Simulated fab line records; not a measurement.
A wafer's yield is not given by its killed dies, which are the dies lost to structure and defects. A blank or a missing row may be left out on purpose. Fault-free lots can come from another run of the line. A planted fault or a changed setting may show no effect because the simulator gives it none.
Commonality check across tools / flow nandHarc / Sampled: 14 lots, 42 wafers

== REASON FOR OPENING ==
At NHARC_A_ONON_D2_THK_MEAS_05 the reading thkNm is flagged on 2 of 14 lots. Fault-free wafers read 1002 nm, with a standard deviation of 9.1.
Rule: a lot is flagged in two cases, either no wafer of it has a number, or all its wafers with numbers fall more than 4 standard deviations from that mean. The rest of the lots are taken to be sound.

lot=L600; measured=day 12 15:02; on=filmMetro-02; thkNm (nm), wafer by wafer=1011 1011 1011; flag=
lot=L601; measured=day 13 05:33; on=filmMetro-02; thkNm (nm), wafer by wafer=987 989 986; flag=
lot=L602; measured=day 13 05:38; on=filmMetro-01; thkNm (nm), wafer by wafer=991 993 994; flag=
lot=L603; measured=day 13 21:23; on=filmMetro-02; thkNm (nm), wafer by wafer=1000 1000 1000; flag=
lot=L604; measured=day 14 03:47; on=filmMetro-01; thkNm (nm), wafer by wafer=1018 1016 1016; flag=
lot=L607; measured=day 15 04:49; on=filmMetro-01; thkNm (nm), wafer by wafer=1010 1009 1008; flag=
lot=L608; measured=day 15 14:17; on=filmMetro-02; thkNm (nm), wafer by wafer=686 687 688; flag=FLAGGED
lot=L611; measured=day 16 20:57; on=filmMetro-01; thkNm (nm), wafer by wafer=707 707 705; flag=FLAGGED
lot=L617; measured=day 19 02:52; on=filmMetro-01; thkNm (nm), wafer by wafer=1003 1003 1004; flag=
lot=L616; measured=day 19 02:55; on=filmMetro-02; thkNm (nm), wafer by wafer=1010 1009 1011; flag=
lot=L619; measured=day 20 05:52; on=filmMetro-02; thkNm (nm), wafer by wafer=992 993 993; flag=
lot=L620; measured=day 21 05:33; on=filmMetro-02; thkNm (nm), wafer by wafer=1007 1004 1009; flag=
lot=L621; measured=day 21 12:09; on=filmMetro-01; thkNm (nm), wafer by wafer=1008 1009 1009; flag=
lot=L622; measured=day 22 00:08; on=filmMetro-02; thkNm (nm), wafer by wafer=988 989 988; flag=
The numbers of the flagged lots are 697 nm on average: -305 nm against the usual, or -34 standard deviations.

== WHICH TOOL RAN EACH LOT ==
Before the reading, the record contains 2 process steps out of a 1302-step route. Read each cell as the tool, then ch plus the chambers that the sampled wafers visited, then the start.
lot=L600; flag=; NHARC_A_CHANNEL_FILL_D1_STRIP_28=rieDiel-08 ch 2,3, day 10 00:55; NHARC_A_ONON_D2_DEP_03=pecvdOnon-02 ch 0, day 12 14:31
lot=L601; flag=; NHARC_A_CHANNEL_FILL_D1_STRIP_28=rieDiel-01 ch 0,1, day 10 13:16; NHARC_A_ONON_D2_DEP_03=pecvdOnon-02 ch 0, day 13 05:09
lot=L602; flag=; NHARC_A_CHANNEL_FILL_D1_STRIP_28=rieDiel-05 ch 0,2,3, day 10 13:16; NHARC_A_ONON_D2_DEP_03=pecvdOnon-01 ch 0, day 13 05:11
lot=L603; flag=; NHARC_A_CHANNEL_FILL_D1_STRIP_28=rieDiel-01 ch 0,1,2, day 11 02:17; NHARC_A_ONON_D2_DEP_03=pecvdOnon-01 ch 0, day 13 20:59
lot=L604; flag=; NHARC_A_CHANNEL_FILL_D1_STRIP_28=rieDiel-05 ch 1,3, day 11 08:32; NHARC_A_ONON_D2_DEP_03=pecvdOnon-01 ch 0, day 14 03:20
lot=L607; flag=; NHARC_A_CHANNEL_FILL_D1_STRIP_28=rieDiel-08 ch 0,2,3, day 12 17:20; NHARC_A_ONON_D2_DEP_03=pecvdOnon-02 ch 0, day 15 04:18
lot=L608; flag=FLAGGED; NHARC_A_CHANNEL_FILL_D1_STRIP_28=rieDiel-05 ch 0,1,3, day 13 04:26; NHARC_A_ONON_D2_DEP_03=pecvdOnon-02 ch 0, day 15 13:50
lot=L611; flag=FLAGGED; NHARC_A_CHANNEL_FILL_D1_STRIP_28=rieDiel-05 ch 0,1,3, day 14 09:11; NHARC_A_ONON_D2_DEP_03=pecvdOnon-02 ch 0, day 16 20:26
lot=L617; flag=; NHARC_A_CHANNEL_FILL_D1_STRIP_28=rieDiel-01 ch 0,3, day 16 16:53; NHARC_A_ONON_D2_DEP_03=pecvdOnon-01 ch 0, day 19 02:25
lot=L616; flag=; NHARC_A_CHANNEL_FILL_D1_STRIP_28=rieDiel-05 ch 0,1,3, day 16 16:53; NHARC_A_ONON_D2_DEP_03=pecvdOnon-02 ch 0, day 19 02:25
lot=L619; flag=; NHARC_A_CHANNEL_FILL_D1_STRIP_28=rieDiel-01 ch 0,1,2, day 17 17:23; NHARC_A_ONON_D2_DEP_03=pecvdOnon-02 ch 0, day 20 05:20
lot=L620; flag=; NHARC_A_CHANNEL_FILL_D1_STRIP_28=rieDiel-05 ch 1,3, day 18 17:39; NHARC_A_ONON_D2_DEP_03=pecvdOnon-03 ch 0, day 21 05:05
lot=L621; flag=; NHARC_A_CHANNEL_FILL_D1_STRIP_28=rieDiel-08 ch 1,2, day 19 00:29; NHARC_A_ONON_D2_DEP_03=pecvdOnon-03 ch 0, day 21 11:46
lot=L622; flag=; NHARC_A_CHANNEL_FILL_D1_STRIP_28=rieDiel-01 ch 0,3, day 19 05:01; NHARC_A_ONON_D2_DEP_03=pecvdOnon-03 ch 0, day 21 23:41
What these steps do:
- NHARC_A_CHANNEL_FILL_D1_STRIP_28: strips in O2, time 20 s.
- NHARC_A_ONON_D2_DEP_03: target thk 1000 nm.
- NHARC_A_ONON_D2_THK_MEAS_05: measures by ellipsometry.

== FLAGGED OVER TOTAL, TOOL BY TOOL (the gauges that took the reading come last) ==
step=NHARC_A_CHANNEL_FILL_D1_STRIP_28; tool=rieDiel-01; lots run=5; flagged=0; share of the flagged lots=none; sound lots run after its first flagged lot=-
step=NHARC_A_CHANNEL_FILL_D1_STRIP_28; tool=rieDiel-05; lots run=6; flagged=2; share of the flagged lots=all; sound lots run after its first flagged lot=2 (L616,L620)
step=NHARC_A_CHANNEL_FILL_D1_STRIP_28; tool=rieDiel-08; lots run=3; flagged=0; share of the flagged lots=none; sound lots run after its first flagged lot=-
step=NHARC_A_ONON_D2_DEP_03; tool=pecvdOnon-01; lots run=4; flagged=0; share of the flagged lots=none; sound lots run after its first flagged lot=-
step=NHARC_A_ONON_D2_DEP_03; tool=pecvdOnon-02; lots run=7; flagged=2; share of the flagged lots=all; sound lots run after its first flagged lot=2 (L616,L619)
step=NHARC_A_ONON_D2_DEP_03; tool=pecvdOnon-03; lots run=3; flagged=0; share of the flagged lots=none; sound lots run after its first flagged lot=-
step=NHARC_A_ONON_D2_THK_MEAS_05; tool=filmMetro-01; lots run=6; flagged=1; share of the flagged lots=some; sound lots run after its first flagged lot=2 (L617,L621)
step=NHARC_A_ONON_D2_THK_MEAS_05; tool=filmMetro-02; lots run=8; flagged=1; share of the flagged lots=some; sound lots run after its first flagged lot=4 (L616,L619,L620,L622)

== THE TABLE: WHAT IT ALLOWS ==
In 2 table rows, all flagged lots were run: rieDiel-05 (NHARC_A_CHANNEL_FILL_D1_STRIP_28), pecvdOnon-02 (NHARC_A_ONON_D2_DEP_03).
- rieDiel-05 at NHARC_A_CHANNEL_FILL_D1_STRIP_28: 2 of its 6 lots flagged. Lots that were sound ran on it after the first flagged one (L616, L620); a persistent fault on the entire tool would not allow that.
- pecvdOnon-02 at NHARC_A_ONON_D2_DEP_03: 2 of its 7 lots flagged. Lots that were sound ran on it after the first flagged one (L616, L619); a persistent fault on the entire tool would not allow that.
There is no row in the table that ran each flagged lot and no sound lot after the first.

== WHAT THE SIMULATOR PUT IN ==
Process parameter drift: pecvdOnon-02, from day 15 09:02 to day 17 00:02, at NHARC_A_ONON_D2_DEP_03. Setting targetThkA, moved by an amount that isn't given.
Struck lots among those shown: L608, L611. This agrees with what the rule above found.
